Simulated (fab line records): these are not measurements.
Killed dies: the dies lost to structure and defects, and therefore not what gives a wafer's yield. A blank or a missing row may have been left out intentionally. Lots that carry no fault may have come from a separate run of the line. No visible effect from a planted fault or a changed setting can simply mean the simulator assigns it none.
Matching of chambers    flow n5 finfet    N5_FIN_SAQP_SPACER1_ALD_24 on ald sin-04 has 4 sister chambers
The step deposits SiO2, target thk 20.3 nm, pulse time 1 s, purge time 2 s. 20 wafers are shown with their chamber, then 10 later ones without.

## WAFERS PAIRED WITH THEIR CHAMBERS
wafer   chamber  heater power w (W)  heater power outer w (W)  precursor pulse height rel
L076.2  2        453                 250                       0.997
L076.4  1        459                 269                       1.002
L076.6  1        462                 277                       1.006
L077.2  1        466                 263                       1.014
L077.4  3        514                 295                       0.954
L077.5  2        430                 246                       1.007
L078.3  1        458                 266                       0.971
L078.4  2        447                 242                       1.025
L078.5  2        444                 245                       0.986
L080.1  2        443                 246                       1.030
L080.2  0        448                 247                       1.025
L080.5  1        468                 273                       0.981
L084.2  0        465                 254                       1.014
L084.3  2        443                 247                       1.012
L084.6  2        437                 249                       1.009
L089.1  2        437                 228                       0.989
L089.2  3        492                 277                       0.945
L089.4  0        464                 245                       0.992
L091.1  3        492                 279                       1.018
L091.3  0        445                 252                       1.018

SIGNATURES (means of the wafers above)
reading                     chamber 0  chamber 1  chamber 2  chamber 3  scatter within a chamber
heater power w              455.50     462.60     441.75     499.33     8.19
heater power outer w        249.50     269.60     244.12     283.67     6.66
precursor pulse height rel  1.01225    0.99480    1.00687    0.97233    0.0207
Rule: a wafer's distance from a chamber is the root of the sum, over the readings, of the square of ((its reading less the chamber's mean) divided by the reading's scatter). The wafer belongs to the nearest chamber; if the next one is less than 2 further off, it can't be placed. The scatter is the square root of a quotient: the sum, over the shown wafers, of each reading's squared deviation from its chamber's mean, divided by wafers minus chambers.

## WAFERS WHOSE CHAMBER IS MISSING
wafer   heater power w (W)  heater power outer w (W)  precursor pulse height rel
L091.6  435                 252                       1.003
L092.3  505                 278                       1.050
L092.5  487                 282                       1.003
L092.6  421                 235                       0.992
L093.2  431                 231                       0.998
L093.4  446                 245                       0.988
L093.6  430                 236                       1.017
L095.2  459                 253                       0.971
L095.4  496                 283                       1.017
L095.6  434                 244                       1.022

## WHICH CHAMBER EACH WENT THROUGH
wafer   from the rows above           in truth
L091.6  can't be placed: 2 or 0       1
L092.3  3                             3
L092.5  can't be placed: 3 or 1       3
L092.6  can't be placed: 2 or 0       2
L093.2  can't be placed: 2 or 0       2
L093.4  can't be placed: 2 or 0       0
L093.6  can't be placed: 2 or 0       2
L095.2  can't be placed: 0 or 1 or 2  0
L095.4  3                             3
L095.6  can't be placed: 2 or 0       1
Placed correctly: 2 of 10. Can't be placed from these rows: 8 (the true chamber is among the candidates in 6). Number placed wrongly: 0.
